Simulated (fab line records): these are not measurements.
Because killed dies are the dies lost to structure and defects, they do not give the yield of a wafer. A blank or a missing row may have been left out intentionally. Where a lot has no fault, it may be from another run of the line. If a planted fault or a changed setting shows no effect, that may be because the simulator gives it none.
Chamber matching | flow n5 finfet | N5_BEOL_M2_PRE_CLEAN_60 on cvd co-02: 3 sister chambers
The step time 15 s. 6 wafers are shown with their chamber, then 12 later ones without.

## EACH WAFER AND ITS CHAMBER
wafer  | chamber | heater power w (W)
L091.2 | 1       | 70
L091.4 | 0       | 115
L091.6 | 2       | 84
L093.1 | 2       | 88
L093.2 | 0       | 113
L093.3 | 1       | 69

## WAFERS MISSING THEIR CHAMBER
wafer  | heater power w (W)
L093.4 | 69
L093.5 | 112
L093.6 | 87
L097.1 | 88
L097.2 | 113
L097.4 | 69
L096.1 | 70
L096.2 | 114
L096.3 | 87
L096.4 | 112
L096.5 | 69
L096.6 | 85

## CHAMBER TAKEN BY EACH
wafer  | from the rows above | in truth
L093.4 | 1                   | 1
L093.5 | 0                   | 0
L093.6 | 2                   | 2
L097.1 | 2                   | 2
L097.2 | 0                   | 0
L097.4 | 1                   | 1
L096.1 | 1                   | 1
L096.2 | 0                   | 0
L096.3 | 2                   | 2
L096.4 | 0                   | 0
L096.5 | 1                   | 1
L096.6 | 2                   | 2
Correctly placed: 12 of 12. Number that these rows cannot place: 0. Placed wrongly: 0.
How it was worked out, from the rows above alone: a wafer's distance from a chamber is the root of the sum, over the readings, of the square of ((its reading less the chamber's mean) divided by the reading's scatter). If the next closest chamber is less than 2 further off than the closest, the wafer can't be placed; otherwise it belongs to the closest. For every chamber, the mean is computed from those of its wafers that are shown. The scatter: take each reading less its chamber's mean, square it, sum over the shown wafers, divide by the number of wafers less the number of chambers, and take the root.
